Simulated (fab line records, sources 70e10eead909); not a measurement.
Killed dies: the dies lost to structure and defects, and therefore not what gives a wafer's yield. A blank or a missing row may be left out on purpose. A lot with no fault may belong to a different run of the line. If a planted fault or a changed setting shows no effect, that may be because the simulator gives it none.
Check of tool commonality ; flow nand-harc ; Sample size 14 lots and 42 wafers

WHY IT WAS OPENED
At NHARC_A_ONON_D1_THK_MEAS_11 the reading thk-nm is flagged on 2 of 14 lots. Fault-free wafers read 1001 nm, with a standard deviation of 9.3.
Rule: a lot is flagged in two cases, either no wafer of it has a number, or all its wafers with numbers fall more than 4 standard deviations from that mean. All remaining lots are regarded as sound.

lot;measured;on;thk-nm (nm), wafer by wafer;flag
L170;day 7 22:31;film-metro-01;1016 1015 1016;
L172;day 8 02:05;film-metro-01;1009 1011 1011;
L171;day 8 02:06;film-metro-01;1016 1015 1014;
L174;day 8 15:01;film-metro-01;988 990 990;
L173;day 8 15:01;film-metro-02;1002 1002 1004;
L175;day 9 10:07;film-metro-02;999 999 998;
L177;day 9 10:07;film-metro-01;984 986 986;
L180;day 10 16:46;film-metro-01;1009 1010 1010;
L181;day 10 16:46;film-metro-02;480 480 481;FLAGGED
L184;day 11 13:50;film-metro-01;465 463 466;FLAGGED
L188;day 12 03:01;film-metro-01;1005 1005 1005;
L190;day 12 13:41;film-metro-01;997 998 998;
L191;day 12 21:52;film-metro-02;985 988 985;
L192;day 13 08:48;film-metro-01;996 996 995;
Average over the flagged lots: 472 nm; offset from the usual -528 nm, equal to -57 standard deviations.

EACH LOT AND THE TOOL IT RAN ON
The record keeps 1 process step preceding the reading, out of 1159 steps on the route. Read each cell as the tool, then ch plus the chambers that the sampled wafers visited, then the start.
lot;flag;NHARC_A_ONON_D1_DEP_09
L170;;pecvd-onon-02 ch 0, day 7 22:07
L172;;pecvd-onon-04 ch 0, day 8 01:35
L171;;pecvd-onon-03 ch 0, day 8 01:36
L174;;pecvd-onon-03 ch 0, day 8 14:29
L173;;pecvd-onon-04 ch 0, day 8 14:34
L175;;pecvd-onon-02 ch 0, day 9 09:36
L177;;pecvd-onon-04 ch 0, day 9 09:37
L180;;pecvd-onon-02 ch 0, day 10 16:26
L181;FLAGGED;pecvd-onon-04 ch 0, day 10 16:19
L184;FLAGGED;pecvd-onon-04 ch 0, day 11 13:22
L188;;pecvd-onon-03 ch 0, day 12 02:30
L190;;pecvd-onon-03 ch 0, day 12 13:10
L191;;pecvd-onon-02 ch 0, day 12 21:22
L192;;pecvd-onon-03 ch 0, day 13 08:21
What is done by these steps:
- NHARC_A_ONON_D1_DEP_09: target thk 1000 nm.
- NHARC_A_ONON_D1_THK_MEAS_11: measures by ellipsometry.

FLAGGED OVER TOTAL, TOOL BY TOOL (the gauges that took the reading come last)
step;tool;lots run;flagged;share of the flagged lots;sound lots run after its first flagged lot
NHARC_A_ONON_D1_DEP_09;pecvd-onon-02;4;0;none;-
NHARC_A_ONON_D1_DEP_09;pecvd-onon-03;5;0;none;-
NHARC_A_ONON_D1_DEP_09;pecvd-onon-04;5;2;all;0
NHARC_A_ONON_D1_THK_MEAS_11;film-metro-01;10;1;some;3 (L188,L190,L192)
NHARC_A_ONON_D1_THK_MEAS_11;film-metro-02;4;1;some;1 (L191)

WHAT IS ALLOWED BY THE TABLE
1 row of the table ran every flagged lot: pecvd-onon-04 at NHARC_A_ONON_D1_DEP_09.
- pecvd-onon-04 at NHARC_A_ONON_D1_DEP_09 ran 5 lots, 2 of them flagged. Its last sound lot is L177 (day 9 09:37), its first flagged lot L181 (day 10 16:19): a fault that began between those two fits.
pecvd-onon-04 at NHARC_A_ONON_D1_DEP_09 is the single tool remaining.

WHAT WAS PUT IN BY THE SIMULATOR
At NHARC_A_ONON_D1_DEP_09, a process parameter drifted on pecvd-onon-04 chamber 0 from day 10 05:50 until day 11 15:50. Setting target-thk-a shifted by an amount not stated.
Struck lots among those shown: L181, L184. Same finding as the rule above.
